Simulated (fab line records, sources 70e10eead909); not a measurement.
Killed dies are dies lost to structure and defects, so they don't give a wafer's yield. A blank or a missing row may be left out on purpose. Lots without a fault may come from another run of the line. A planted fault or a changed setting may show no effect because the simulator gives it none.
Which tool did it? | flow nand_harc | 24 lots, 72 wafers sampled, at 5 steps of a route of 1302

WHAT THE GAUGES READ, wafer by wafer
NHARC_A_ONON_D2_THK_MEAS_24: measures by ellipsometry. Usual: thk_nm 1000 nm, standard deviation 6.4.
lot  | measured     | on            | thk_nm (nm)    | flag
L074 | day 12 23:38 | film_metro-01 | 1014 1014 1013 |
L076 | day 13 15:23 | film_metro-02 | 990 991 991    |
L077 | day 13 15:23 | film_metro-01 | 1004 1006 1005 |
L075 | day 13 15:24 | film_metro-01 | 994 994 993    |
L078 | day 14 10:50 | film_metro-01 | 998 998 995    |
L079 | day 14 21:20 | film_metro-01 | 997 996 997    |
L080 | day 15 05:54 | film_metro-01 | 998 997 997    |
L081 | day 16 03:01 | film_metro-01 | 1000 999 999   |
L082 | day 16 03:01 | film_metro-02 | 1003 1003 1004 |
L083 | day 16 16:53 | film_metro-01 | 1015 1014 1013 |
L084 | day 17 08:42 | film_metro-01 | 999 1001 1000  |
L085 | day 17 08:43 | film_metro-01 | 1006 1005 1008 |
L087 | day 18 02:29 | film_metro-01 | 1006 1005 1003 |
L086 | day 18 07:56 | film_metro-02 | 1004 1003 1002 |
L089 | day 18 14:08 | film_metro-02 | 1004 1004 1004 |
L088 | day 18 14:11 | film_metro-02 | 991 993 993    |
L090 | day 19 14:38 | film_metro-02 | 1001 1004 1005 |
L091 | day 19 14:38 | film_metro-02 | 1003 1004 1002 |
L092 | day 20 04:33 | film_metro-01 | 1002 1001 1002 |
L093 | day 20 12:53 | film_metro-02 | 994 996 992    |
L094 | day 20 22:15 | film_metro-01 | 994 994 995    |
L095 | day 21 15:56 | film_metro-02 | 992 994 990    |
L096 | day 21 15:58 | film_metro-01 | 993 994 994    |
L097 | day 22 15:53 | film_metro-01 | 1006 1006 1007 |

NHARC_A_ONON_D2_THK_MEAS_27: measures by ellipsometry. Usual: thk_nm 997 nm, standard deviation 12.
lot  | measured     | on            | thk_nm (nm)    | flag
L074 | day 13 00:12 | film_metro-02 | 1008 1010 1007 |
L076 | day 13 15:58 | film_metro-02 | 989 988 986    |
L077 | day 13 15:58 | film_metro-01 | 1009 1007 1009 |
L075 | day 13 15:58 | film_metro-01 | 1009 1009 1009 |
L078 | day 14 11:23 | film_metro-01 | 1008 1009 1007 |
L079 | day 14 21:54 | film_metro-01 | 978 978 979    |
L080 | day 15 06:28 | film_metro-02 | 1000 1001 1002 |
L081 | day 16 03:35 | film_metro-02 | 987 988 988    |
L082 | day 16 03:35 | film_metro-01 | 985 983 986    |
L083 | day 16 17:27 | film_metro-01 | 995 995 995    |
L084 | day 17 09:16 | film_metro-01 | 1012 1012 1011 |
L085 | day 17 09:16 | film_metro-02 | 999 1000 1000  |
L087 | day 18 03:04 | film_metro-02 | 1014 1014 1015 |
L086 | day 18 08:30 | film_metro-02 | 975 973 974    |
L089 | day 18 14:43 | film_metro-02 | 991 989 989    |
L088 | day 18 14:45 | film_metro-02 | 1015 1015 1016 |
L090 | day 19 15:12 | film_metro-01 | 975 976 977    |
L091 | day 19 15:13 | film_metro-02 | 1001 1000 1002 |
L092 | day 20 05:07 | film_metro-01 | 1007 1010 1007 |
L093 | day 20 13:28 | film_metro-02 | 987 986 986    |
L094 | day 20 22:49 | film_metro-02 | 994 993 994    |
L095 | day 21 16:31 | film_metro-02 | 992 991 991    |
L096 | day 21 16:31 | film_metro-01 | 1010 1009 1009 |
L097 | day 22 16:28 | film_metro-02 | 987 988 987    |

NHARC_A_CHANNEL_HOLE_D2_INSPECT_40. Usual: raw_defect_count 273, standard deviation 79.
lot  | measured     | on                | raw_defect_count | flag
L074 | day 13 11:53 | defect_inspect-01 | 204 195 182      |
L076 | day 14 10:37 | defect_inspect-02 | 255 251 234      |
L077 | day 14 09:37 | defect_inspect-01 | 167 203 302      |
L075 | day 14 13:47 | defect_inspect-01 | 165 165 138      |
L078 | day 14 22:28 | defect_inspect-02 | 369 444 418      |
L079 | day 15 08:48 | defect_inspect-01 | 224 215 239      |
L080 | day 15 18:50 | defect_inspect-01 | 339 230 315      |
L081 | day 16 16:55 | defect_inspect-02 | 369 293 421      |
L082 | day 16 15:11 | defect_inspect-02 | 230 159 259      |
L083 | day 17 12:24 | defect_inspect-01 | 303 233 368      |
L084 | day 17 22:37 | defect_inspect-01 | 325 301 236      |
L085 | day 18 00:50 | defect_inspect-02 | 187 256 277      |
L087 | day 18 14:47 | defect_inspect-01 | 286 205 287      |
L086 | day 18 19:54 | defect_inspect-02 | 311 341 310      |
L089 | day 19 04:14 | defect_inspect-01 | 476 360 642      |
L088 | day 19 02:39 | defect_inspect-01 | 212 312 207      |
L090 | day 20 03:08 | defect_inspect-02 | 432 240 249      |
L091 | day 20 03:16 | defect_inspect-01 | 202 317 320      |
L092 | day 20 16:02 | defect_inspect-02 | 224 280 331      |
L093 | day 21 04:31 | defect_inspect-02 | 183 299 239      |
L094 | day 21 12:24 | defect_inspect-01 | 255 266 232      |
L095 | day 22 03:52 | defect_inspect-01 | 188 316 196      |
L096 | day 22 03:18 | defect_inspect-01 | 260 262 279      |
L097 | day 23 03:23 | defect_inspect-01 | 205 238 287      |

WHICH TOOL RAN EACH LOT (tool, then ch and the chambers of the sampled wafers, then the start)
lot  | NHARC_A_CHANNEL_HOLE_D2_ETCH_38    | NHARC_A_CHANNEL_HOLE_D2_ETCH_34
L074 | rie_diel-02 ch 0,1,2, day 13 05:04 | rie_diel-02 ch 1,2, day 13 11:53 or earlier
L076 | rie_diel-04 ch 0,1,3, day 14 03:47 | rie_diel-04 ch 0,2,3, day 14 10:37 or earlier
L077 | rie_diel-08 ch 0,1,3, day 14 02:30 | rie_diel-08 ch 1,3, day 14 09:37 or earlier
L075 | rie_diel-08 ch 0,1, day 14 04:08   | rie_diel-08 ch 0,1,3, day 14 13:47 or earlier
L078 | rie_diel-02 ch 1,2, day 14 15:37   | rie_diel-02 ch 1,2, day 14 22:28 or earlier
L079 | rie_diel-08 ch 0,1,2, day 15 01:59 | rie_diel-08 ch 0,1,2, day 15 08:48 or earlier
L080 | rie_diel-04 ch 0,3, day 15 12:02   | rie_diel-04 ch 0,1,2, day 15 18:50 or earlier
L081 | rie_diel-04 ch 1,3, day 16 09:53   | rie_diel-04 ch 1,2, day 16 16:55 or earlier
L082 | rie_diel-02 ch 0,1,2, day 16 08:01 | rie_diel-02 ch 0,1, day 16 15:11 or earlier
L083 | rie_diel-04 ch 0,1,3, day 17 00:49 | rie_diel-04 ch 0,1,3, day 17 12:24 or earlier
L084 | rie_diel-04 ch 0,1,2, day 17 13:59 | rie_diel-04 ch 0,1, day 17 22:37 or earlier
L085 | rie_diel-08 ch 1,2,3, day 17 14:29 | rie_diel-08 ch 1,2,3, day 18 00:50 or earlier
L087 | rie_diel-04 ch 0,1,2, day 18 07:02 | rie_diel-04 ch 0,1,3, day 18 14:47 or earlier
L086 | rie_diel-08 ch 0,1, day 18 13:05   | rie_diel-08 ch 0,3, day 18 19:54 or earlier
L089 | rie_diel-02 ch 0,3, day 18 18:49   | rie_diel-02 ch 0,1,3, day 19 04:14 or earlier
L088 | rie_diel-04 ch 0,1, day 18 19:05   | rie_diel-04 ch 0,1,3, day 19 02:39 or earlier
L090 | rie_diel-02 ch 0,2,3, day 19 20:20 | rie_diel-02 ch 0,1,2, day 20 03:08 or earlier
L091 | rie_diel-08 ch 0,1,3, day 19 20:29 | rie_diel-08 ch 0,3, day 20 03:16 or earlier
L092 | rie_diel-04 ch 0,1,2, day 20 09:16 | rie_diel-04 ch 0,1,2, day 20 16:02 or earlier
L093 | rie_diel-02 ch 0,1,3, day 20 19:38 | rie_diel-02 ch 0,1,3, day 21 04:31 or earlier
L094 | rie_diel-08 ch 0,1,2, day 21 05:00 | rie_diel-08 ch 0,2, day 21 12:24 or earlier
L095 | rie_diel-08 ch 0,2, day 21 20:49   | rie_diel-08 ch 0,2, day 22 03:52 or earlier
L096 | rie_diel-04 ch 0,1,2, day 21 20:30 | rie_diel-04 ch 1,3, day 22 03:18 or earlier
L097 | rie_diel-02 ch 0,2, day 22 20:35   | rie_diel-02 ch 0,3, day 23 03:23 or earlier
- NHARC_A_CHANNEL_HOLE_D2_ETCH_38: etches the open film in CF4, target depth 39 nm, time 65 s.
- NHARC_A_CHANNEL_HOLE_D2_ETCH_34: etches the open film in CF4/CHF3, target depth 154 nm, time 77 s.

WHAT THE TOOLS THEMSELVES READ (means of the sampled wafers that have a number; where no wafer has one, the mark that the record gives instead)
NHARC_A_CHANNEL_HOLE_D2_ETCH_38. Usual: drypump_motor_current_A 5.7 A, standard deviation 0.45; oes_product_au 1.002 a.u., standard deviation 0.015; rf_vpp_V 151.2 V, standard deviation 1.1; showerhead_plenum_p_Torr 1.76 Torr, standard deviation 0.063; throttle_valve_pct 13.284 %, standard deviation 0.01.
lot  | tool        | drypump_motor_current_A (A) | oes_product_au (a.u.) | rf_vpp_V (V) | showerhead_plenum_p_Torr (Torr) | throttle_valve_pct (%) | flag
L074 | rie_diel-02 | 5.6                         | 0.998                 | 152.3        | 1.75                            | 13.282                 |
L076 | rie_diel-04 | 5.8                         | 0.987                 | 150.8        | 1.79                            | 13.288                 |
L077 | rie_diel-08 | 5.7                         | 1.007                 | 151.2        | 1.77                            | 13.285                 |
L075 | rie_diel-08 | 5.3                         | 1.008                 | 152.2        | 1.75                            | 13.281                 |
L078 | rie_diel-02 | 5.7                         | 0.993                 | 150.1        | 1.69                            | 13.282                 |
L079 | rie_diel-08 | 5.1                         | 1.010                 | 150.2        | 1.76                            | 13.286                 |
L080 | rie_diel-04 | 5.7                         | 0.988                 | 150.7        | 1.80                            | 13.273                 |
L081 | rie_diel-04 | 5.9                         | 0.996                 | 150.8        | 1.77                            | 13.277                 |
L082 | rie_diel-02 | 5.6                         | 0.990                 | 150.6        | 1.75                            | 13.287                 |
L083 | rie_diel-04 | 5.8                         | 0.998                 | 151.6        | 1.78                            | 13.276                 |
L084 | rie_diel-04 | 6.1                         | 0.992                 | 151.7        | 1.77                            | 13.283                 |
L085 | rie_diel-08 | 5.6                         | 1.013                 | 150.9        | 1.77                            | 13.290                 |
L087 | rie_diel-04 | 6.1                         | 0.985                 | 150.7        | 1.76                            | 13.284                 |
L086 | rie_diel-08 | 5.2                         | 1.004                 | 151.1        | 1.80                            | 13.285                 |
L089 | rie_diel-02 | 5.7                         | 1.000                 | 153.6        | 1.86                            | 13.283                 |
L088 | rie_diel-04 | 6.1                         | 0.977                 | 151.8        | 1.79                            | 13.281                 |
L090 | rie_diel-02 | 5.8                         | 1.004                 | 151.7        | 1.80                            | 13.290                 |
L091 | rie_diel-08 | 5.7                         | 1.000                 | 150.9        | 1.76                            | 13.288                 |
L092 | rie_diel-04 | 6.1                         | 0.979                 | 151.3        | 1.77                            | 13.292                 |
L093 | rie_diel-02 | 5.8                         | 1.017                 | 151.7        | 1.80                            | 13.282                 |
L094 | rie_diel-08 | 5.1                         | 1.010                 | 150.6        | 1.76                            | 13.289                 |
L095 | rie_diel-08 | 5.2                         | 1.009                 | 150.5        | 1.70                            | 13.290                 |
L096 | rie_diel-04 | 6.1                         | 0.991                 | 151.2        | 1.76                            | 13.282                 |
L097 | rie_diel-02 | 5.6                         | 1.008                 | 150.6        | 1.75                            | 13.274                 |

NHARC_A_CHANNEL_HOLE_D2_ETCH_34. Usual: drypump_motor_current_A 5.7 A, standard deviation 0.46; oes_product_au 0.960 a.u., standard deviation 0.024; rf_vpp_V 370.6 V, standard deviation 2; showerhead_plenum_p_Torr 1.57 Torr, standard deviation 0.058; throttle_valve_pct 16.802 %, standard deviation 0.0091.
lot  | tool        | drypump_motor_current_A (A) | oes_product_au (a.u.) | rf_vpp_V (V) | showerhead_plenum_p_Torr (Torr) | throttle_valve_pct (%) | flag
L074 | rie_diel-02 | 5.7                         | 0.972                 | 368.9        | 1.51                            | 16.805                 |
L076 | rie_diel-04 | 5.8                         | 0.977                 | 370.5        | 1.57                            | 16.805                 |
L077 | rie_diel-08 | 5.6                         | 0.973                 | 372.7        | 1.62                            | 16.796                 |
L075 | rie_diel-08 | 5.7                         | 0.971                 | 370.7        | 1.57                            | 16.803                 |
L078 | rie_diel-02 | 5.7                         | 0.961                 | 368.4        | 1.51                            | 16.808                 |
L079 | rie_diel-08 | 5.1                         | 0.969                 | 370.9        | 1.57                            | 16.797                 |
L080 | rie_diel-04 | 6.1                         | 0.960                 | 371.1        | 1.57                            | 16.795                 |
L081 | rie_diel-04 | 6.2                         | 0.963                 | 369.5        | 1.54                            | 16.801                 |
L082 | rie_diel-02 | 5.6                         | 0.952                 | 371.8        | 1.60                            | 16.811                 |
L083 | rie_diel-04 | 5.8                         | 0.964                 | 371.0        | 1.59                            | 16.801                 |
L084 | rie_diel-04 | 6.1                         | 0.942                 | 371.1        | 1.59                            | 16.812                 |
L085 | rie_diel-08 | 5.5                         | 0.978                 | 370.9        | 1.58                            | 16.808                 |
L087 | rie_diel-04 | 5.8                         | 0.921                 | 370.7        | 1.59                            | 16.797                 |
L086 | rie_diel-08 | 6.1                         | 0.976                 | 369.6        | 1.54                            | 16.802                 |
L089 | rie_diel-02 | 5.8                         | 0.932                 | 371.3        | 1.60                            | 16.802                 |
L088 | rie_diel-04 | 5.8                         | 0.963                 | 371.6        | 1.59                            | 16.803                 |
L090 | rie_diel-02 | 5.6                         | 0.933                 | 369.2        | 1.55                            | 16.796                 |
L091 | rie_diel-08 | 5.7                         | 0.941                 | 368.6        | 1.52                            | 16.801                 |
L092 | rie_diel-04 | 6.1                         | 0.927                 | 370.7        | 1.57                            | 16.796                 |
L093 | rie_diel-02 | 5.8                         | 0.971                 | 371.0        | 1.60                            | 16.813                 |
L094 | rie_diel-08 | 5.2                         | 0.985                 | 368.5        | 1.51                            | 16.797                 |
L095 | rie_diel-08 | 5.0                         | 0.949                 | 368.5        | 1.52                            | 16.812                 |
L096 | rie_diel-04 | 5.7                         | 0.972                 | 370.6        | 1.57                            | 16.795                 |
L097 | rie_diel-02 | 5.7                         | 0.979                 | 373.6        | 1.66                            | 16.806                 |

THE ANSWER, worked out from the rows above alone
Rule: a lot is off if the mean of its wafers that have a number lies more than 3 standard deviations from the usual mean. A lot without any number at a reading at which 4 lots or more have one is off too. The other lots that the step has rows for count as sound. The gauges are gone through in route order, then the tools' own readings, and for those a lot's mean is taken as printed above. The first step at which some lot is off is used, and at that step the reading that is off furthest; a lot without a number counts as furthest.
No lot is off at any reading shown: from this, nothing can be told.

WHAT THE SIMULATOR HAD PUT IN
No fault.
